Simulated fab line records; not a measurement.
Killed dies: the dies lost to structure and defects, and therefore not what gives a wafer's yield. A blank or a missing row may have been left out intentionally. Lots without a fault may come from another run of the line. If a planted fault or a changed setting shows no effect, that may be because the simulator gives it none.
Matching of chambers | flow n5Finfet | N5_BEOL_M10_ETCH_65 on rieDiel-04: 4 sister chambers
The step etches SiARC in CF4, target depth 39 nm, time 65 s. 4 wafers are shown with their chamber, then 10 later ones without.

WAFERS WITH THEIR CHAMBER
wafer  | chamber | drypumpMotorCurrentA (A)
L084.5 | 0       | 6.2
L086.2 | 2       | 5.5
L089.2 | 3       | 5.5
L089.3 | 1       | 6.2

WAFERS MISSING THEIR CHAMBER
wafer  | drypumpMotorCurrentA (A)
L089.5 | 6.2
L088.1 | 5.5
L088.2 | 5.5
L088.4 | 6.2
L090.2 | 6.2
L090.3 | 6.2
L090.6 | 5.6
L096.2 | 6.2
L096.3 | 5.5
L096.6 | 6.2

THE CHAMBER EACH PASSED THROUGH
wafer  | from the rows above     | in truth
L089.5 | can't be placed: 0 or 1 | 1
L088.1 | can't be placed: 2 or 3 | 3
L088.2 | can't be placed: 2 or 3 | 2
L088.4 | can't be placed: 0 or 1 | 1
L090.2 | can't be placed: 0 or 1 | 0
L090.3 | can't be placed: 0 or 1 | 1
L090.6 | can't be placed: 2 or 3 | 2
L096.2 | can't be placed: 0 or 1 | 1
L096.3 | can't be placed: 2 or 3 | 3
L096.6 | can't be placed: 0 or 1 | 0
Correctly placed: 0 of 10. These rows do not allow placing 10 (true chamber among the candidates in 10). Wrongly placed: 0.
How it was worked out, from the rows above alone: a wafer's distance from a chamber is the root of the sum, over the readings, of the square of ((its reading less the chamber's mean) divided by the reading's scatter). If the next closest chamber is less than 2 further off than the closest, the wafer can't be placed; otherwise it belongs to the closest. Each chamber's mean is taken over the wafers shown for it. The scatter: with one shown wafer a chamber, the root of the mean of the squares of how far each hidden wafer lies from its nearest shown one.
